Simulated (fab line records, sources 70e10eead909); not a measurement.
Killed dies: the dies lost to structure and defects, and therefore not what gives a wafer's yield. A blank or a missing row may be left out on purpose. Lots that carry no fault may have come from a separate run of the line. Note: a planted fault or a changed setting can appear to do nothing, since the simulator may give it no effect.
Which of the tools did it?	flow nand harc	72 wafers from 24 lots sampled at 6 of the route's 1159 steps

== WHAT THE GAUGES READ, wafer by wafer ==
NHARC_A_ONON_D1_THK_MEAS_24: measures by ellipsometry. Usual: thk nm reads 1000 nm (standard deviation 12).
lot	measured	on	thk nm (nm)	flag
L074	day 7 22:01	film metro-02	982 983 983	
L076	day 8 07:17	film metro-02	989 990 988	
L075	day 8 07:21	film metro-01	993 993 994	
L077	day 8 14:41	film metro-02	997 994 995	
L078	day 8 14:41	film metro-01	1007 1007 1007	
L080	day 9 10:05	film metro-02	988 988 990	
L079	day 9 10:13	film metro-01	1000 1000 998	
L081	day 9 20:45	film metro-02	1004 1004 1003	
L082	day 9 20:44	film metro-01	996 997 995	
L083	day 9 20:44	film metro-02	1006 1009 1007	
L085	day 10 12:36	film metro-02	1031 1033 1031	
L084	day 10 12:36	film metro-01	1010 1011 1011	
L086	day 11 06:08	film metro-02	992 993 993	
L087	day 11 06:08	film metro-01	1002 1002 1001	
L088	day 11 21:50	film metro-01	996 996 997	
L089	day 11 21:50	film metro-01	991 988 988	
L090	day 12 01:19	film metro-02	1011 1011 1014	
L092	day 12 01:20	film metro-01	1012 1012 1011	
L091	day 12 01:20	film metro-02	1015 1013 1014	
L093	day 12 12:16	film metro-02	987 988 987	
L094	day 12 22:38	film metro-02	992 995 996	
L095	day 13 05:41	film metro-02	982 983 982	
L097	day 13 05:41	film metro-01	987 986 987	
L096	day 13 11:19	film metro-01	1016 1016 1019	

NHARC_A_CHANNEL_FILL_D1_INSPECT_13. Usual: raw defect count reads 276 (standard deviation 93).
lot	measured	on	raw defect count	flag
L074	day 10 16:29	defect inspect-02	494 217 176	
L076	day 10 20:42	defect inspect-01	223 194 286	
L075	day 10 20:37	defect inspect-02	255 274 240	
L077	day 11 03:52	defect inspect-01	468 201 265	
L078	day 11 03:47	defect inspect-02	277 172 134	
L080	day 12 00:37	defect inspect-02	284 421 380	
L079	day 12 00:37	defect inspect-01	267 310 269	
L081	day 12 18:54	defect inspect-01	309 181 265	
L082	day 12 12:47	defect inspect-01	365 220 386	
L083	day 12 12:46	defect inspect-02	288 136 346	
L085	day 13 09:11	defect inspect-01	273 479 222	
L084	day 13 05:34	defect inspect-02	131 317 169	
L086	day 13 20:20	defect inspect-01	185 257 228	
L087	day 13 20:30	defect inspect-01	176 150 180	
L088	day 14 10:14	defect inspect-01	172 434 450	
L089	day 14 10:16	defect inspect-02	235 272 326	
L090	day 14 15:03	defect inspect-01	195 253 266	
L092	day 14 15:03	defect inspect-02	340 228 305	
L091	day 14 15:14	defect inspect-02	213 256 193	
L093	day 15 01:07	defect inspect-02	261 321 280	
L094	day 15 12:11	defect inspect-01	251 407 311	
L095	day 15 23:59	defect inspect-01	389 368 254	
L097	day 16 00:08	defect inspect-02	285 293 269	
L096	day 16 00:08	defect inspect-01	306 283 216	

== WHAT TOOL EACH LOT RAN ON (gives the tool, then ch and the chambers of the sampled wafers, and finally the start) ==
lot	NHARC_P_BONDPAD_CMP_32	NHARC_P_BONDPAD_DESCUM_11	NHARC_A_ZERO_WELL_RTA_16	NHARC_A_CHANNEL_HOLE_D1_ETCH_34
L074	cmp-03 ch 0,1,2, day 6 03:19	rie diel-06 ch 0,2, day 6 04:12	rtp anneal-01 ch 0, day 6 09:14	rie diel-02 ch 0,3, day 10 16:29 or earlier
L076	cmp-04 ch 0,2, day 6 16:46	rie diel-10 ch 0,3, day 6 17:40	rtp anneal-01 ch 0, day 6 22:48	rie diel-02 ch 0,1,3, day 10 20:42 or earlier
L075	cmp-03 ch 1,2,3, day 6 17:19	rie diel-10 ch 0,2, day 6 18:21	rtp anneal-02 ch 0, day 6 23:28	rie diel-04 ch 0,2,3, day 10 20:37 or earlier
L077	cmp-03 ch 0,1,3, day 7 00:52	rie diel-10 ch 0,2,3, day 7 01:44	rtp anneal-02 ch 0, day 7 06:48	rie diel-12 ch 0,1,2, day 11 03:52 or earlier
L078	cmp-02 ch 0,1, day 7 02:11	rie diel-10 ch 1,2,3, day 7 03:17	rtp anneal-02 ch 0, day 7 08:29	rie diel-04 ch 1,2, day 11 03:47 or earlier
L080	cmp-02 ch 2,3, day 7 19:08	rie diel-10 ch 1,2,3, day 7 20:10	rtp anneal-01 ch 0, day 8 01:26	rie diel-04 ch 0,1,3, day 12 00:37 or earlier
L079	cmp-02 ch 0,1, day 7 21:14	rie diel-10 ch 0,1,2, day 7 22:16	rtp anneal-02 ch 0, day 8 03:42	rie diel-02 ch 1,2,3, day 12 00:37 or earlier
L081	cmp-04 ch 0,1,2, day 8 02:18	rie diel-10 ch 1,2, day 8 03:19	rtp anneal-02 ch 0, day 8 08:51	rie diel-04 ch 1,2,3, day 12 18:54 or earlier
L082	cmp-02 ch 0,3, day 8 04:55	rie diel-10 ch 0,1,3, day 8 05:57	rtp anneal-02 ch 0, day 8 11:11	rie diel-02 ch 1,2, day 12 12:47 or earlier
L083	cmp-04 ch 0,3, day 8 05:37	rie diel-11 ch 1,2,3, day 8 06:31	rtp anneal-01 ch 0, day 8 12:19	rie diel-02 ch 0,3, day 12 12:46 or earlier
L085	cmp-04 ch 0,1,3, day 8 20:28	rie diel-10 ch 0,1,3, day 8 21:30	rtp anneal-01 ch 0, day 9 02:44	rie diel-04 ch 0,2,3, day 13 09:11 or earlier
L084	cmp-04 ch 1,3, day 8 21:07	rie diel-10 ch 0,2,3, day 8 22:12	rtp anneal-02 ch 0, day 9 03:26	rie diel-12 ch 1,3, day 13 05:34 or earlier
L086	cmp-03 ch 2,3, day 9 10:20	rie diel-10 ch 0,1,3, day 9 11:16	rtp anneal-02 ch 0, day 9 16:32	rie diel-02 ch 0,3, day 13 20:20 or earlier
L087	cmp-02 ch 0,2,3, day 9 15:38	rie diel-06 ch 0,2,3, day 9 16:32	rtp anneal-02 ch 0, day 9 21:39	rie diel-12 ch 0,1,2, day 13 20:30 or earlier
L088	cmp-03 ch 0,1, day 10 04:55	rie diel-10 ch 0,2,3, day 10 05:50	rtp anneal-01 ch 0, day 10 11:11	rie diel-02 ch 1,2,3, day 14 10:14 or earlier
L089	cmp-04 ch 1,3, day 10 08:46	rie diel-10 ch 0,2,3, day 10 09:41	rtp anneal-02 ch 0, day 10 14:56	rie diel-04 ch 0,3, day 14 10:16 or earlier
L090	cmp-03 ch 0,1,3, day 10 10:39	rie diel-10 ch 1,2, day 10 11:34	rtp anneal-02 ch 0, day 10 17:07	rie diel-04 ch 0,2,3, day 14 15:03 or earlier
L092	cmp-03 ch 0,2,3, day 10 12:29	rie diel-10 ch 2,3, day 10 13:32	rtp anneal-01 ch 0, day 10 19:25	rie diel-12 ch 2,3, day 14 15:03 or earlier
L091	cmp-04 ch 0,2,3, day 10 12:44	rie diel-10 ch 1,2, day 10 13:49	rtp anneal-01 ch 0, day 10 19:35	rie diel-12 ch 1,2, day 14 15:14 or earlier
L093	cmp-02 ch 0,1,2, day 10 20:14	rie diel-10 ch 0,2,3, day 10 21:18	rtp anneal-02 ch 0, day 11 02:30	rie diel-02 ch 0,1,2, day 15 01:07 or earlier
L094	cmp-04 ch 2,3, day 11 07:12	rie diel-10 ch 0,2,3, day 11 08:12	rtp anneal-01 ch 0, day 11 13:35	rie diel-12 ch 2,3, day 15 12:11 or earlier
L095	cmp-03 ch 1,2,3, day 11 12:53	rie diel-10 ch 0,3, day 11 13:47	rtp anneal-01 ch 0, day 11 19:05	rie diel-04 ch 1,2,3, day 15 23:59 or earlier
L097	cmp-02 ch 0,1,2, day 11 17:41	rie diel-06 ch 0,1,3, day 11 18:45	rtp anneal-02 ch 0, day 11 23:56	rie diel-02 ch 0,2,3, day 16 00:08 or earlier
L096	cmp-03 ch 0,2,3, day 11 18:24	rie diel-11 ch 0,1,3, day 11 19:24	rtp anneal-01 ch 0, day 12 00:40	rie diel-12 ch 0,2,3, day 16 00:08 or earlier
- NHARC_P_BONDPAD_CMP_32: polishes SiCN, target thk 200 nm.
- NHARC_P_BONDPAD_DESCUM_11: chemistry O2, time 3 s.
- NHARC_A_ZERO_WELL_RTA_16: time 10 s.
- NHARC_A_CHANNEL_HOLE_D1_ETCH_34: etches the open film in CF4/CHF3, target depth 154 nm, time 77 s.

== AS READ BY THE TOOLS THEMSELVES (means over the sampled wafers that have a number; for cases with no such wafer, the mark the record gives instead) ==
NHARC_P_BONDPAD_CMP_32. Usual: motor current A 11.7 A, standard deviation 1; retaining ring pressure frac 1.000, standard deviation 0.0044.
lot	tool	motor current A (A)	retaining ring pressure frac	flag
L074	cmp-03	11.6	0.996	
L076	cmp-04	12.1	0.997	
L075	cmp-03	12.2	1.002	
L077	cmp-03	11.8	0.997	
L078	cmp-02	10.0	0.997	
L080	cmp-02	12.8	1.001	
L079	cmp-02	10.7	0.998	
L081	cmp-04	11.1	1.000	
L082	cmp-02	10.7	1.005	
L083	cmp-04	11.6	0.997	
L085	cmp-04	11.5	0.999	
L084	cmp-04	10.9	1.000	
L086	cmp-03	12.6	1.002	
L087	cmp-02	12.2	0.998	
L088	cmp-03	11.2	0.998	
L089	cmp-04	11.2	1.001	
L090	cmp-03	11.6	1.000	
L092	cmp-03	12.3	1.001	
L091	cmp-04	11.4	0.998	
L093	cmp-02	11.1	1.003	
L094	cmp-04	11.1	0.999	
L095	cmp-03	13.0	1.002	
L097	cmp-02	11.3	1.003	
L096	cmp-03	11.8	0.998	

NHARC_P_BONDPAD_DESCUM_11. Usual: drypump motor current A 5.9 A, standard deviation 0.64; oes product au 0.997 a.u., standard deviation 0.0069; rf vpp V 57.9 V, standard deviation 0.91; showerhead plenum p Torr 1.95 Torr, standard deviation 0.076; throttle valve pct 11.312 %, standard deviation 0.009.
lot	tool	drypump motor current A (A)	oes product au (a.u.)	rf vpp V (V)	showerhead plenum p Torr (Torr)	throttle valve pct (%)	flag
L074	rie diel-06	5.6	0.992	58.0	1.91	11.312	
L076	rie diel-10	6.0	1.001	57.9	2.00	11.315	
L075	rie diel-10	6.4	0.994	59.0	2.03	11.313	
L077	rie diel-10	5.9	0.994	57.9	2.00	11.319	
L078	rie diel-10	5.8	1.003	57.7	1.94	11.316	
L080	rie diel-10	5.9	1.001	57.4	1.94	11.322	
L079	rie diel-10	6.4	0.995	58.0	1.98	11.318	
L081	rie diel-10	6.4	0.998	58.2	1.92	11.309	
L082	rie diel-10	5.9	0.993	57.9	1.94	11.312	
L083	rie diel-11	5.9	1.004	57.5	1.85	11.320	
L085	rie diel-10	5.9	1.002	56.8	1.94	11.322	
L084	rie diel-10	5.9	0.996	58.5	2.00	11.318	
L086	rie diel-10	5.9	0.994	58.9	1.94	11.308	
L087	rie diel-06	5.6	0.997	58.0	1.93	11.308	
L088	rie diel-10	5.9	1.000	57.7	1.99	11.317	
L089	rie diel-10	5.9	1.000	57.8	2.00	11.316	
L090	rie diel-10	6.4	0.996	58.0	1.92	11.300	
L092	rie diel-10	5.4	0.997	58.8	1.97	11.310	
L091	rie diel-10	6.3	1.005	57.6	1.92	11.311	
L093	rie diel-10	5.9	0.994	58.0	1.99	11.310	
L094	rie diel-10	5.9	0.994	58.1	1.99	11.303	
L095	rie diel-10	6.0	0.995	57.5	1.99	11.306	
L097	rie diel-06	5.7	1.001	58.4	1.97	11.315	
L096	rie diel-11	5.9	0.995	57.5	1.92	11.315	

NHARC_A_ZERO_WELL_RTA_16. Usual: lamp power pct 30.0 %, standard deviation 1.9; lamp_zone_7_pct 30.4 %, standard deviation 1.9; wafer_temp_C_max 1005.8, standard deviation 1.2.
lot	tool	lamp power pct (%)	lamp_zone_7_pct (%)	wafer_temp_C_max	flag
L074	rtp anneal-01	32.0	32.6	1004.9	
L076	rtp anneal-01	32.1	32.6	1006.2	
L075	rtp anneal-02	28.2	28.7	1007.2	
L077	rtp anneal-02	28.2	28.7	1005.8	
L078	rtp anneal-02	28.2	28.7	1006.8	
L080	rtp anneal-01	32.1	32.6	1004.2	
L079	rtp anneal-02	28.2	28.7	1005.4	
L081	rtp anneal-02	28.2	28.7	1006.3	
L082	rtp anneal-02	28.2	28.7	1005.6	
L083	rtp anneal-01	32.1	32.5	1005.8	
L085	rtp anneal-01	32.0	32.5	1004.9	
L084	rtp anneal-02	28.2	28.6	1006.4	
L086	rtp anneal-02	28.2	28.7	1006.5	
L087	rtp anneal-02	28.2	28.7	1007.4	
L088	rtp anneal-01	32.1	32.5	1005.8	
L089	rtp anneal-02	28.2	28.7	1007.2	
L090	rtp anneal-02	28.2	28.7	1006.6	
L092	rtp anneal-01	32.0	32.5	1005.2	
L091	rtp anneal-01	32.0	32.6	1003.7	
L093	rtp anneal-02	28.2	28.6	1006.1	
L094	rtp anneal-01	32.0	32.6	1005.3	
L095	rtp anneal-01	32.1	32.6	1004.6	
L097	rtp anneal-02	28.2	28.6	1004.8	
L096	rtp anneal-01	32.0	32.6	1006.2	

NHARC_A_CHANNEL_HOLE_D1_ETCH_34. Usual: chf3 flow sccm 29.99 sccm, standard deviation 0.1; drypump motor current A 5.6 A, standard deviation 0.43; oes product au 0.947 a.u., standard deviation 0.024; rf vpp V 369.9 V, standard deviation 2.2; showerhead plenum p Torr 1.56 Torr, standard deviation 0.06; throttle valve pct 16.803 %, standard deviation 0.0081.
lot	tool	chf3 flow sccm (sccm)	drypump motor current A (A)	oes product au (a.u.)	rf vpp V (V)	showerhead plenum p Torr (Torr)	throttle valve pct (%)	flag
L074	rie diel-02	30.00	5.5	0.979	369.6	1.55	16.800	
L076	rie diel-02	30.00	5.5	0.969	369.0	1.53	16.809	
L075	rie diel-04	30.01	5.4	0.927	369.7	1.54	16.805	
L077	rie diel-12	29.99	5.9	0.926	370.9	1.60	16.813	
L078	rie diel-04	29.97	5.5	0.974	369.2	1.52	16.803	
L080	rie diel-04	30.08	5.9	0.929	368.9	1.53	16.791	
L079	rie diel-02	30.03	5.4	0.966	369.8	1.55	16.801	
L081	rie diel-04	30.01	5.9	0.925	368.1	1.51	16.808	
L082	rie diel-02	29.96	5.5	0.925	370.8	1.59	16.798	
L083	rie diel-02	29.87	5.5	0.929	368.8	1.54	16.801	
L085	rie diel-04	29.99	5.4	0.971	369.1	1.54	16.805	
L084	rie diel-12	29.95	5.7	0.929	368.0	1.53	16.810	
L086	rie diel-02	29.95	5.3	0.924	369.7	1.52	16.798	
L087	rie diel-12	29.97	5.9	0.963	371.3	1.60	16.802	
L088	rie diel-02	29.96	5.4	0.927	369.3	1.55	16.803	
L089	rie diel-04	30.00	5.5	0.988	370.7	1.56	16.803	
L090	rie diel-04	29.98	5.5	0.918	369.9	1.54	16.800	
L092	rie diel-12	29.91	5.9	0.929	373.3	1.64	16.813	
L091	rie diel-12	29.95	5.7	0.961	370.1	1.58	16.804	
L093	rie diel-02	30.01	5.5	0.923	369.0	1.57	16.809	
L094	rie diel-12	29.96	5.9	0.947	371.9	1.60	16.806	
L095	rie diel-04	29.96	5.9	0.971	368.1	1.51	16.815	
L097	rie diel-02	30.05	5.4	0.974	370.9	1.56	16.799	
L096	rie diel-12	30.02	6.0	0.973	371.9	1.61	16.796	

== THE ANSWER, worked out from the rows above alone ==
Rule: a lot is off if the mean of its wafers that have a number lies more than 3 standard deviations from the usual mean. A lot without any number at a reading at which 4 lots or more have one is off too. The other lots that the step has rows for count as sound. The gauges are gone through in route order, then the tools' own readings, and for those a lot's mean is taken as printed above. At the first step where some lot is off, the reading lying furthest off is the one used; lots without a number count as furthest.
Across all readings shown, no lot is off: no conclusion can be drawn from this.

== WHAT WAS PUT IN BY THE SIMULATOR ==
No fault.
